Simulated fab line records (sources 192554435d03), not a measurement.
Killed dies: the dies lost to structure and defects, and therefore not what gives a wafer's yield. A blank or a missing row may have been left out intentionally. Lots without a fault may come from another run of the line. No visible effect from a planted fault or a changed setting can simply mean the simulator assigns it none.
fab line records -- flow n5_finfet
record: lots: 7, wafers: 39
route steps=1938 shown BEOL_M11@1575 PASSIVATION@1930
start_h: hours from the record's first day to the start of the lot's first wafer shown -- wait_h: how many hours have passed since the lot's step before this one -- " identical to the entry in the row above -- L1.1+2: a single row standing in for several wafers -- - value missing, or start not given -- * or withheld: withheld -- < > ~ a bound
route shown NAME@n: NAME is a module with steps in the file, n the number in the route of the first one -- usual: mean/standard deviation of fault-free wafers -- same: alike in all rows -- chamber/n: place in a boat -- sites: readings site by site -- _std_site: the values' standard deviation -- _edge_site: mean of outer sites minus mean of inner sites -- radius_mm: how far each site lies from the wafer's centre -- mask NAME#n: copy n -- behind: tool/chamber where the wafer was last shaped -- hold: why the lot was held/for how many hours/how that ended -- device: transistor that didn't switch, given as n, p or np -- end of line: tests run on the same wafers once the route is complete -- a step without rows: its recipe alone -- killed: count of dies lost to structure and defects at first sort (not the wafer's yield) -- map: the dies of a wafer, with x for killed, . for not killed, _ for no die there
set.NAME: the setting as run; set.NAME@STEP: as run at that earlier step -- model.NAME: the simulator's own value behind a step, which no gauge read
lots with deliberately changed settings; one table per step, one row per wafer
== steps ==
step: N5_BEOL_M11_VIA_ETCH_34
recipe: chemistry: C4F6/O2, target: SiCOH_lowk, target_depth_a: 1845, mask_material: SOC, taper_deg: 4, time_s: 69.2, ion_energy_ev: 250, pressure_mtorr: 30, source_w: 345, bias_w: 185, Ar_flow_sccm: 300, C4F6_flow_sccm: 10, O2_flow_sccm: 10
lot.wafer,tool,chamber,start_h,wait_h,set.target_depth_a,model.etch.depth_nm,model.SOC_of_BEOL_M11_COAT_63.thk_nm
L074.1,rie_diel-05,0,213.77,0.0,1845,183.3,92
L074.2,rie_diel-05,3,213.77,0.0,1845,183.3,92.2
L074.3,rie_diel-05,2,213.77,0.0,2490,252.4,89
L074.4,rie_diel-05,3,213.77,0.0,1845,181.7,92.2
L074.5,rie_diel-05,2,213.77,0.0,2490,251.9,89.2
L074.6,rie_diel-05,0,213.77,0.0,2490,246.4,89.6
L081.2,rie_diel-05,1,260.37,0.0,1845,185.6,92
L081.3,rie_diel-05,3,260.37,0.0,1845,185.1,92.4
L081.4,rie_diel-05,1,260.37,0.0,1845,186.3,92
L082.1,rie_diel-05,1,270.34,0.0,1845,185.7,92
L082.2,rie_diel-05,3,270.34,0.0,1845,184.1,92.6
L082.3,rie_diel-05,2,270.34,0.0,1845,188.7,91.8
L082.4,rie_diel-05,0,270.34,0.0,1845,188.6,92.2
L082.5,rie_diel-05,0,270.34,0.0,1845,188.6,92.4
L082.6,rie_diel-05,3,270.34,0.0,1845,184.4,92
L087.1,rie_diel-03,0,300.91,0.0,1845,186,92
L087.2,rie_diel-03,2,300.91,0.0,1845,184.1,92
L087.3,rie_diel-03,1,300.91,0.0,1845,182.9,92.6
L087.4,rie_diel-03,3,300.91,0.0,1845,189.5,91.8
L087.5,rie_diel-03,3,300.91,0.0,1845,188.5,92.4
L087.6,rie_diel-03,2,300.91,0.0,1845,185.9,92
L088.1,rie_diel-04,0,309.49,0.0,1845,181.9,92.6
L088.2,rie_diel-04,3,309.49,0.0,1845,181.1,92
L088.3,rie_diel-04,1,309.49,0.0,1845,184.2,92.4
L088.4,rie_diel-04,2,309.49,0.0,1845,180.3,92.2
L088.5,rie_diel-04,1,309.49,0.0,1845,182.4,92.6
L088.6,rie_diel-04,0,309.49,0.0,1845,181.8,92.2
L093.1,rie_diel-03,0,341.69,0.0,1467,146.9,93.6
L093.2,rie_diel-03,1,341.69,0.0,1845,184.4,92.2
L093.3,rie_diel-03,3,341.69,0.0,1845,187.8,91.8
L093.4,rie_diel-03,2,341.69,0.0,1467,144.3,94.4
L093.5,rie_diel-03,3,341.69,0.0,1467,148,93.6
L093.6,rie_diel-03,0,341.69,0.0,1845,185.6,92.4
L092.1+2,rie_diel-05,"1,2",344.75,0.0,1265,125.9,94.4
L092.3,rie_diel-05,3,344.75,0.0,1845,178.6,92
L092.4,rie_diel-05,0,344.75,0.0,1845,183.7,91.8
L092.5,rie_diel-05,1,344.75,0.0,1265,126.3,94.4
L092.6,rie_diel-05,2,344.75,0.0,1845,184.5,91.8
step: N5_PASSIVATION_ETCH_54
recipe: chemistry: CHF3/O2, target: SiO2, target_depth_a: 8800, CHF3_flow_sccm: 50, O2_flow_sccm: 5, Ar_flow_sccm: 200, time_s: 440, mask_material: PR, pressure_mtorr: 30, source_w: 650, bias_w: 170, ion_energy_ev: 200
lot.wafer,tool,chamber,start_h,wait_h,set.target_depth_a,model.PASSIVATION.feature_depth_nm,model.etch.depth_nm
L074.1,rie_diel-02,2,255.56,0.1,8800,885.4,885.4
L074.2,rie_diel-02,1,255.56,0.1,8800,862.6,862.5
L074.3,rie_diel-02,3,255.56,0.1,5831,590,590
L074.4,rie_diel-02,0,255.56,0.1,5831,592.4,592.4
L074.5,rie_diel-02,1,255.56,0.1,5831,573,573
L074.6,rie_diel-02,0,255.56,0.1,8800,898,897.9
L081.2,rie_diel-06,0,299.16,0.1,8800,898.6,898.5
L081.3,rie_diel-06,1,299.16,0.1,8800,917.4,917.5
L081.4,rie_diel-06,3,299.16,0.1,8800,913,913
L082.1,rie_diel-06,0,305.08,0.1,11520,1183,1183
L082.2,rie_diel-06,2,305.08,0.1,11520,1130,1130
L082.3,rie_diel-06,3,305.08,0.1,11520,1198,1198
L082.4,rie_diel-06,1,305.08,0.1,8800,909.8,909.9
L082.5,rie_diel-06,1,305.08,0.1,8800,912.4,912.4
L082.6,rie_diel-06,0,305.08,0.1,8800,888.2,888.2
L087.1,rie_diel-06,0,339.13,0.1,8800,905.8,905.8
L087.2,rie_diel-06,3,339.13,0.1,8800,912.2,912.1
L087.3,rie_diel-06,2,339.13,0.1,8800,877.2,877.3
L087.4,rie_diel-06,1,339.13,0.1,8800,910,910
L087.5,rie_diel-06,0,339.13,0.1,8800,895.4,895.4
L087.6,rie_diel-06,3,339.13,0.1,8800,914,914
L088.1,rie_diel-01,0,346.19,0.1,8800,877,877
L088.2,rie_diel-01,2,346.19,0.1,8800,866.6,866.7
L088.3,rie_diel-01,1,346.19,0.1,12650,1252,1252
L088.4,rie_diel-01,3,346.19,0.1,12650,1282,1282
L088.5,rie_diel-01,0,346.19,0.1,12650,1262,1262
L088.6,rie_diel-01,3,346.19,0.1,8800,878.6,878.6
L093.1,rie_diel-01,2,378.18,0.1,8800,856.6,856.6
L093.2,rie_diel-01,0,378.18,0.1,8800,868.6,868.5
L093.3,rie_diel-01,3,378.18,0.1,13930,1377,1377
L093.4,rie_diel-01,0,378.18,0.1,13930,1385,1385
L093.5,rie_diel-01,3,378.18,0.1,13930,1372,1372
L093.6,rie_diel-01,2,378.18,0.1,8800,861.2,861.1
L092.1,rie_diel-02,2,389.84,0.1,8800,884.6,884.6
L092.2,rie_diel-02,3,389.84,0.1,6711,675.4,675.4
L092.3,rie_diel-02,1,389.84,0.1,8800,866,866
L092.4,rie_diel-02,0,389.84,0.1,6711,668.8,668.8
L092.5,rie_diel-02,3,389.84,0.1,6711,676.4,676.4
L092.6,rie_diel-02,0,389.84,0.1,8800,870,870
== key ==
split: step: N5_BEOL_M11_VIA_ETCH_34, setting: target_depth_a, stated: 1845, by: wafer
response: step: N5_BEOL_M11_VIA_ETCH_34, reading: model.etch.depth_nm, change: +1.88, per: 1%, r: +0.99
response: step: N5_BEOL_M11_VIA_ETCH_34, reading: model.SOC_of_BEOL_M11_COAT_63.thk_nm, change: -0.0819, per: 1%, r: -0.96
split: step: N5_PASSIVATION_ETCH_54, setting: target_depth_a, stated: 8800, by: wafer
response: step: N5_PASSIVATION_ETCH_54, reading: model.PASSIVATION.feature_depth_nm, change: +8.81, per: 1%, r: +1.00
response: step: N5_PASSIVATION_ETCH_54, reading: model.etch.depth_nm, change: +8.81, per: 1%, r: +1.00
